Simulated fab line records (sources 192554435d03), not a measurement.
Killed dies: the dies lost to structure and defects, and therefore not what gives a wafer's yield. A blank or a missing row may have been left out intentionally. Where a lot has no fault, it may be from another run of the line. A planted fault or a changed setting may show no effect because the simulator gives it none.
The tool behind it: which one? / flow n5 finfet / 12 lots with 36 wafers sampled at 6 steps, on a route of 1938 steps

WHAT EACH GAUGE READ, for each wafer
N5_GATE_CUT_CD_MEAS_13: target cd 20 nm.
lot=L075; measured=day 4 19:22; on=cd sem-01; cd nm (nm)=20.41 20.36 19.82
lot=L077; measured=day 5 12:20; on=cd sem-03; cd nm (nm)=20.34 20.62 20.35
lot=L079; measured=day 5 21:22; on=cd sem-01; cd nm (nm)=19.89 20.13 19.46
lot=L081; measured=day 6 06:19; on=cd sem-02; cd nm (nm)=20.38 19.90 20.14
lot=L083; measured=day 6 19:18; on=cd sem-02; cd nm (nm)=20.31 20.13 20.51
lot=L085; measured=day 7 08:22; on=cd sem-02; cd nm (nm)=19.78 20.22 20.18
lot=L087; measured=day 7 18:13; on=cd sem-02; cd nm (nm)=20.04 19.81 20.27
lot=L089; measured=day 8 04:55; on=cd sem-02; cd nm (nm)=20.00 19.73 20.23
lot=L091; measured=day 8 18:26; on=cd sem-03; cd nm (nm)=20.59 20.27 20.17
lot=L093; measured=day 9 04:33; on=cd sem-02; cd nm (nm)=20.53 20.15 19.77
lot=L095; measured=day 9 17:17; on=cd sem-03; cd nm (nm)=20.13 20.09 20.13
lot=L097; measured=day 10 08:37; on=cd sem-03; cd nm (nm)=19.88 20.36 20.02

EACH LOT AND THE TOOL THAT RAN IT (in order: tool; ch and the chambers of the sampled wafers; start)
lot=L075; N5_HKMG_FIN_ETCH_67=rie diel-02 ch 0,2, day 4 13:26; N5_HKMG_FIN_ALD_21=ald metal-02 ch 0,1,2, day 4 14:12; N5_GATE_CUT_ETCH_56=rie metal-02 ch 0, day 4 15:36; N5_GATE_CUT_SAC_CAP_01=ald sin-02 ch 1,2, day 4 16:25; N5_GATE_CUT_HM_DEP_46=pecvd-01 ch 1, day 4 19:01
lot=L077; N5_HKMG_FIN_ETCH_67=rie diel-04 ch 0,1,3, day 5 06:16; N5_HKMG_FIN_ALD_21=ald metal-04 ch 0,1,2, day 5 07:01; N5_GATE_CUT_ETCH_56=rie metal-02 ch 0,1, day 5 08:27; N5_GATE_CUT_SAC_CAP_01=ald sin-03 ch 0,2, day 5 09:15; N5_GATE_CUT_HM_DEP_46=pecvd-01 ch 0,1, day 5 11:52
lot=L079; N5_HKMG_FIN_ETCH_67=rie diel-02 ch 0,2,3, day 5 15:41; N5_HKMG_FIN_ALD_21=ald metal-04 ch 0,1, day 5 16:26; N5_GATE_CUT_ETCH_56=rie metal-03 ch 0,1, day 5 17:49; N5_GATE_CUT_SAC_CAP_01=ald sin-02 ch 1,2,3, day 5 18:19; N5_GATE_CUT_HM_DEP_46=pecvd-01 ch 0,2, day 5 20:55
lot=L081; N5_HKMG_FIN_ETCH_67=rie diel-04 ch 1,2,3, day 6 00:45; N5_HKMG_FIN_ALD_21=ald metal-02 ch 0,1,3, day 6 01:30; N5_GATE_CUT_ETCH_56=rie metal-01 ch 0,1, day 6 02:53; N5_GATE_CUT_SAC_CAP_01=ald sin-01 ch 0,2,3, day 6 03:23; N5_GATE_CUT_HM_DEP_46=pecvd-01 ch 0,1,2, day 6 05:59
lot=L083; N5_HKMG_FIN_ETCH_67=rie diel-02 ch 0,3, day 6 13:32; N5_HKMG_FIN_ALD_21=ald metal-01 ch 0,1,2, day 6 14:16; N5_GATE_CUT_ETCH_56=rie metal-01 ch 0,1, day 6 15:41; N5_GATE_CUT_SAC_CAP_01=ald sin-03 ch 1,2,3, day 6 16:14; N5_GATE_CUT_HM_DEP_46=pecvd-04 ch 0,2, day 6 18:50
lot=L085; N5_HKMG_FIN_ETCH_67=rie diel-04 ch 0,1,3, day 7 02:40; N5_HKMG_FIN_ALD_21=ald metal-04 ch 0,1,2, day 7 03:24; N5_GATE_CUT_ETCH_56=rie metal-03 ch 0,1, day 7 04:48; N5_GATE_CUT_SAC_CAP_01=ald sin-02 ch 0,1, day 7 05:18; N5_GATE_CUT_HM_DEP_46=pecvd-03 ch 0,2, day 7 07:54
lot=L087; N5_HKMG_FIN_ETCH_67=rie diel-02 ch 0,3, day 7 12:35; N5_HKMG_FIN_ALD_21=ald metal-02 ch 0,3, day 7 13:19; N5_GATE_CUT_ETCH_56=rie metal-03 ch 0,1, day 7 14:44; N5_GATE_CUT_SAC_CAP_01=ald sin-03 ch 1,2,3, day 7 15:16; N5_GATE_CUT_HM_DEP_46=pecvd-04 ch 0,1, day 7 17:52
lot=L089; N5_HKMG_FIN_ETCH_67=rie diel-06 ch 0,1,2, day 7 23:20; N5_HKMG_FIN_ALD_21=ald metal-01 ch 0,1, day 8 00:05; N5_GATE_CUT_ETCH_56=rie metal-01 ch 0,1, day 8 01:29; N5_GATE_CUT_SAC_CAP_01=ald sin-03 ch 0,2,3, day 8 01:58; N5_GATE_CUT_HM_DEP_46=pecvd-04 ch 0,1,2, day 8 04:34
lot=L091; N5_HKMG_FIN_ETCH_67=rie diel-06 ch 0,1,2, day 8 12:37; N5_HKMG_FIN_ALD_21=ald metal-04 ch 1,2,3, day 8 13:29; N5_GATE_CUT_ETCH_56=rie metal-02 ch 0,1, day 8 14:53; N5_GATE_CUT_SAC_CAP_01=ald sin-02 ch 0,1,3, day 8 15:23; N5_GATE_CUT_HM_DEP_46=pecvd-04 ch 0,1,2, day 8 17:59
lot=L093; N5_HKMG_FIN_ETCH_67=rie diel-06 ch 0,1,3, day 8 22:12; N5_HKMG_FIN_ALD_21=ald metal-01 ch 2,3, day 8 22:57; N5_GATE_CUT_ETCH_56=rie metal-03 ch 1, day 9 00:32; N5_GATE_CUT_SAC_CAP_01=ald sin-01 ch 2,3, day 9 01:37; N5_GATE_CUT_HM_DEP_46=pecvd-03 ch 0,2, day 9 04:13
lot=L095; N5_HKMG_FIN_ETCH_67=rie diel-04 ch 0,1, day 9 10:49; N5_HKMG_FIN_ALD_21=ald metal-01 ch 0,2,3, day 9 11:34; N5_GATE_CUT_ETCH_56=rie metal-03 ch 1, day 9 13:07; N5_GATE_CUT_SAC_CAP_01=ald sin-03 ch 0,1, day 9 14:08; N5_GATE_CUT_HM_DEP_46=pecvd-03 ch 0,1, day 9 16:46
lot=L097; N5_HKMG_FIN_ETCH_67=rie diel-06 ch 0,2, day 10 03:01; N5_HKMG_FIN_ALD_21=ald metal-01 ch 0,1, day 10 03:45; N5_GATE_CUT_ETCH_56=rie metal-03 ch 0, day 10 05:09; N5_GATE_CUT_SAC_CAP_01=ald sin-01 ch 2,3, day 10 05:40; N5_GATE_CUT_HM_DEP_46=pecvd-04 ch 0,2, day 10 08:16
- N5_HKMG_FIN_ETCH_67: etches SOC in N2/H2, stops on TiN, target depth 388.9 nm.
- N5_HKMG_FIN_ALD_21: deposits TiN, target thk 1.5 nm, pulse time 1 s, purge time 3 s.
- N5_GATE_CUT_ETCH_56: etches TiN in Cl2/Ar, target depth 21.6 nm.
- N5_GATE_CUT_SAC_CAP_01: material SiNx, target thk 24 nm, pulse time 1 s, ald cycles 480.
- N5_GATE_CUT_HM_DEP_46: deposits SiO2 from TEOS/O2, target thk 130 nm, time 26.6 s.

THE ANSWER, worked out from the rows above alone
Rule: the lots themselves supply what counts as usual. The widest of any qualifying gaps counts: lots, ordered by their means at a reading, are off when they make up no more than a third of the lots, leave a main group of 4 or more, and stand apart from it by 3 or more times the standard deviation of that group's means. Not used: any main group whose means are identical at the precision the tables above print for the reading. A lot without any number at a reading at which 4 lots or more have one is off too. Any other lot the step has rows for is counted as sound.
No lot is off at any reading shown: from this, nothing can be told.

WHAT WAS PUT IN BY THE SIMULATOR
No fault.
